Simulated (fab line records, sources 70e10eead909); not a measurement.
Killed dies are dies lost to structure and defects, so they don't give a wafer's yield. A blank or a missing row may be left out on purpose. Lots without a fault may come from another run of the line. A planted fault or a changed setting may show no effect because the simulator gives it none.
fab line records | flow nand_harc | part 2 of 2: steps 24 to 34 of 34
record lots=5 wafers=15 last_day=24
route steps=1159 shown P_CONTACT@221 P_M0@253
lots that met no fault: from a run of the same line without faults
start_h: hours from the record's first day to the start of the lot's first wafer shown | wait_h: hours since the lot's step before | " the same as in the row above | L1.1+2: a row that stands for several wafers | - no value, or no start given | * or withheld: withheld | < > ~ a bound
route shown NAME@n: a module of which the file shows steps, and the number in the route of the first | usual: mean/standard deviation of fault-free wafers | same: alike in all rows | chamber/n: place in a boat | sites: the reading at each site | _std_site: their standard deviation | _edge_site: outer sites' mean less inner sites' | radius_mm: how far each site lies from the wafer's centre | mask NAME#n: copy n | behind: the tool/chamber that last shaped the wafer | hold: why the lot was held/for how many hours/how that ended | device: the transistor (n, p or np) that didn't switch | end of line: the same wafers' tests at the end of the route | a step without rows: its recipe alone | killed: dies lost to structure and defects at the first sort, not the wafer's yield | map: a wafer's dies, x killed, . not, _ none there
set.NAME: the setting as run; set.NAME@STEP: as run at that earlier step | model.NAME: the simulator's own value behind a step, which no gauge read
lots at some steps of the route; a table a step, a row a wafer
services: from which hour (start_h, from the record's first day; less than 0 if before it) a tool's chamber was out of use, for how many hours, and why
## steps
# step NHARC_P_CONTACT_DEGAS_38
# recipe temp_c=300 time_s=60
# usual heater_power_w=453/29
# columns lot.wafer tool chamber start_h wait_h heater_power_w
L076.1 pvd_sputter-03 - 124.91 - 475
L076.2 " - " " 440
L076.4 " - " " 455
L079.3 pvd_sputter-02 - 140.50 - 460
L079.2 " - " " 441
L079.4 " - " " 438
L082.2 pvd_sputter-03 - 160.27 - 477
L082.3 " - " " 429
L082.6 " - " " 448
L083.2 pvd_sputter-01 - 168.44 - 453
L083.4 " - " " 546
L083.6 " - " " 391
L093.2 pvd_sputter-02 - 224.66 - 434
L093.3 " - " " 411
L093.5 " - " " 423
# step NHARC_P_CONTACT_PRE_CLEAN_39
# recipe time_s=19.5 bias_v=250 gas=Ar
# columns lot.wafer tool chamber start_h wait_h
L076.1+4+2 pvd_sputter-03 - - -
L079.3+2+4 pvd_sputter-02 - - -
L082.2+3+6 pvd_sputter-03 - - -
L083.2+4+6 pvd_sputter-01 - - -
L093.2+3+5 pvd_sputter-02 - - -
# step NHARC_P_CONTACT_PVD_32
# recipe target_thk_a=50 chamber_pressure_pa=5 power_w=5000 substrate_temp_c=200 time_s=17.7 material=Ti
# usual chamber_pressure_pa=5.001/0.0092 throttle_valve_pct=29.5/0.79
# columns lot.wafer tool chamber start_h wait_h chamber_pressure_pa throttle_valve_pct
L076.1 pvd_sputter-03 - - - 5.025 30.2
L076.4 " - " " 5.003 29.4
L076.2 " - " " 5.011 29.4
L079.3 pvd_sputter-02 - - - 4.997 30.1
L079.4 " - " " 5.007 29.4
L079.2 " - " " 5.002 27.6
L082.3 pvd_sputter-03 - - - 5.000 29.5
L082.2 " - " " 4.998 30.3
L082.6 " - " " 4.998 30.4
L083.2 pvd_sputter-01 - - - 5.000 29.0
L083.4 " - " " 5.008 29.3
L083.6 " - " " 5.005 31.1
L093.3 pvd_sputter-02 - - - 5.004 29.6
L093.2 " - " " 4.994 28.8
L093.5 " - " " 4.998 28.4
# step NHARC_P_CONTACT_ALD_22
# recipe target_thk_a=30 pulse_time_s=1 ald_cycles=150 temp_c=450 material=TiN
# usual heater_power_w=1084/160 precursor_pulse_height_rel=1.000/0.021
# columns lot.wafer tool chamber start_h wait_h heater_power_w precursor_pulse_height_rel
L076.2 ald_metal-03 3 125.19 - 979 1.031
L076.4 " 0 " " 1080 1.003
L076.1 " 1 " " 1116 0.995
L079.3 ald_metal-03 0 140.74 - 1068 1.042
L079.4 " 1 " " 1084 1.011
L079.2 " 2 " " 1020 0.980
L082.2 ald_metal-03 2 160.51 - 978 1.026
L082.3 " 0 " " 1111 0.994
L082.6 " 2 " " 988 1.008
L083.4 ald_metal-04 0 168.70 - 1237 0.994
L083.2 " 2 " " 1599 1.014
L083.6 " 3 " " 998 1.000
L093.2 ald_metal-01 0 224.90 - 1116 1.001
L093.3 " 1 " " 1119 0.983
L093.5 " 1 " " 1108 1.008
# step NHARC_P_CONTACT_CVD_23
# recipe target_thk_a=2000 temp_c=300 pressure_torr=40 wf6_flow_sccm=40 h2_flow_sccm=1600 ar_flow_sccm=1560 time_s=557 material=W
# usual chamber_pressure_Torr=40.00/0.092 heater_power_w=443/42 mfc_h2_sccm=1600/4.5 mfc_wf6_sccm=39.98/0.13 throttle_valve_pct=8.05/0.18
# columns lot.wafer tool chamber start_h wait_h chamber_pressure_Torr heater_power_w mfc_h2_sccm mfc_wf6_sccm throttle_valve_pct
L076.1 cvd_w-02 0 - - 40.04 433 1606 40.09 8.21
L076.2 " 1 " " 39.90 463 1596 40.08 8.06
L076.4 " 0 " " 39.92 427 1597 39.98 8.41
L079.2 cvd_w-01 1 - - 39.95 500 1607 39.92 7.91
L079.4 " 1 " " 40.00 500 1604 39.98 8.01
L079.3 " 0 " " 40.12 383 1605 39.88 7.82
L082.2 cvd_w-01 0 - - 39.93 381 1601 39.76 8.12
L082.3 " 0 " " 39.96 378 1595 39.92 7.96
L082.6 " 1 " " 40.00 491 1596 39.69 7.84
L083.2 cvd_w-02 1 - - 39.92 464 1599 40.03 8.04
L083.4 " 0 " " 39.95 425 1613 40.13 8.37
L083.6 " 1 " " 39.92 465 1599 40.03 7.77
L093.2 cvd_w-01 1 - - 40.08 499 1597 39.95 7.70
L093.3 " 0 " " 39.95 388 1611 40.09 7.90
L093.5 " 0 " " 39.86 385 1605 39.88 7.87
# step NHARC_P_CONTACT_CMP_24
# recipe t_overpolish_s=30 target_thk_nm=200
# usual motor_current_A=12.3/1 overpolish_run_s=30.001/0.0091 time_to_endpoint_s=39.8/2.6
# columns lot.wafer tool chamber start_h wait_h motor_current_A overpolish_run_s time_to_endpoint_s
L076.4 cmp-03 0 132.53 0.4 13.2 29.995 42.8
L076.1 " 2 " " 13.2 30.004 42.0
L076.2 " 3 " " 12.9 30.007 47.1
L079.4 cmp-03 1 147.46 0.4 12.1 30.019 40.6
L079.2 " 2 " " 13.2 30.001 41.0
L079.3 " 0 " " 12.5 30.004 44.4
L082.3 cmp-03 0 163.26 0.3 13.1 30.002 40.3
L082.2 " 2 " " 13.5 29.993 37.5
L082.6 " 0 " " 13.3 29.990 41.5
L083.4 cmp-04 2 169.65 0.3 10.7 30.007 42.8
L083.2 " 0 " " 11.0 30.008 40.4
L083.6 " 2 " " 11.1 30.007 42.4
L093.2 cmp-03 2 228.58 0.5 13.6 30.000 41.0
L093.3 " 3 " " 13.3 29.987 39.1
L093.5 " 0 " " 13.0 30.009 39.8
# step NHARC_P_CONTACT_SRD_26
# columns lot.wafer tool chamber start_h wait_h
L076.1+4+2 wet_bench-07 0,1,3 132.85 0.0
L079.4+2+3 wet_bench-09 2,4,5 147.81 0.1
L082.3+2+6 wet_bench-09 7,1,4 163.56 0.0
L083.6+4+2 wet_bench-09 1,3,6 169.97 0.0
L093.3+2+5 wet_bench-07 3,4,7 228.85 0.0
# step NHARC_P_CONTACT_INSPECT_27
# usual raw_defect_count=288/110
# columns lot.wafer tool chamber start_h wait_h raw_defect_count
L076.1 defect_inspect-01 - 132.93 0.1 328
L076.2 " - " " 206
L076.4 " - " " 438
L079.2 defect_inspect-01 - 147.88 0.1 279
L079.3 " - " " 282
L079.4 " - " " 309
L082.2 defect_inspect-01 - 163.65 0.1 294
L082.3 " - " " 283
L082.6 " - " " 268
L083.2 defect_inspect-02 - 170.05 0.1 246
L083.4 " - " " 265
L083.6 " - " " 267
L093.2 defect_inspect-02 - 228.93 0.1 141
L093.3 " - " " 239
L093.5 " - " " 255
# step NHARC_P_M0_DEP_00
# recipe target_thk_a=1500 target_thk_nm=150 temp_c=withheld pressure_torr=5 flow_sccm=200 rf_w=600 material=SiOC
# usual chamber_pressure_Torr=4.998/0.01
# columns lot.wafer tool chamber start_h wait_h chamber_pressure_Torr
L076.1 pecvd-01 2 133.04 0.1 4.991
L076.2 " 0 " " 4.989
L076.4 " 1 " " 4.990
L079.3 pecvd-02 2 147.99 0.1 5.010
L079.2 " 0 " " 5.017
L079.4 " 2 " " 5.002
L082.2 pecvd-01 1 163.71 0.1 5.001
L082.3 " 0 " " 4.998
L082.6 " 2 " " 4.985
L083.2 pecvd-03 0 170.17 0.1 5.003
L083.4 " 0 " " 4.994
L083.6 " 1 " " 4.980
L093.3 pecvd-03 2 229.07 0.1 5.001
L093.2 " 1 " " 4.993
L093.5 " 0 " " 4.997
# step NHARC_P_M0_DEHYDRATE_01
# recipe temp_c=150 time_s=120
# usual exhaust_pa=45.1/0.89
# columns lot.wafer tool chamber start_h wait_h exhaust_pa
L076.1 litho_track-06 0 133.40 - 46.8
L076.2 " 0 " " 45.5
L076.4 " 0 " " 46.6
L079.2 litho_track-06 0 148.35 - 44.7
L079.3 " 0 " " 46.7
L079.4 " 0 " " 45.2
L082.2 litho_track-06 0 164.12 - 44.3
L082.3 " 0 " " 48.2
L082.6 " 0 " " 46.1
L083.2 litho_track-01 0 170.52 - 43.8
L083.4 " 0 " " 45.7
L083.6 " 0 " " 44.7
L093.2 litho_track-06 0 229.47 - 44.8
L093.3 " 0 " " 45.6
L093.5 " 0 " " 45.5
# step NHARC_P_M0_HMDS_02
# recipe time_s=30
# usual exhaust_pa=45.1/0.89
# columns lot.wafer tool chamber start_h wait_h exhaust_pa
L076.1 litho_track-06 0 - - 45.3
L076.2 " 0 " " 44.9
L076.4 " 0 " " 45.5
L079.2 litho_track-06 0 - - 46.0
L079.3 " 0 " " 46.0
L079.4 " 0 " " 44.7
L082.2 litho_track-06 0 - - 44.8
L082.3 " 0 " " 46.7
L082.6 " 0 " " 45.8
L083.2 litho_track-01 0 - - 46.2
L083.4 " 0 " " 44.3
L083.6 " 0 " " 45.7
L093.2 litho_track-06 0 - - 43.8
L093.3 " 0 " " 44.4
L093.5 " 0 " " 43.5
## services
# columns tool chamber start_h hours kind
rie_diel-13 - 99.00 9.0 pm
pvd_sputter-03 - 102.00 10.0 pm
rie_diel-02 0 108.44 6.3 repair
cmp-03 - 108.62 3.7 repair
cvd_w-01 - 112.56 13.0 pm
wet_bench-09 - 112.83 8.0 pm
pvd_sputter-01 - 114.08 3.8 repair
pvd_sputter-02 - 116.01 0.9 repair
litho_track-06 - 117.00 7.0 pm
wet_bench-09 - 126.43 1.0 repair
arfi_scanner-03 - 130.93 0.4 repair
arfi_scanner-03 - 140.02 4.0 pm
litho_track-04 - 141.00 7.0 pm
ald_metal-03 - 144.00 10.0 pm
rie_diel-13 1 144.74 23.0 repair
rie_diel-02 - 150.70 9.0 pm
rie_diel-13 0 152.25 13.6 repair
cmp-03 - 156.00 4.0 pm
pvd_sputter-01 - 158.02 10.0 pm
arfi_scanner-03 - 172.67 2.0 repair
rie_diel-13 0 183.16 9.0 repair
rie_diel-02 3 183.17 3.3 repair
cmp-03 - 189.27 3.6 repair
pvd_sputter-02 - 214.03 10.0 pm
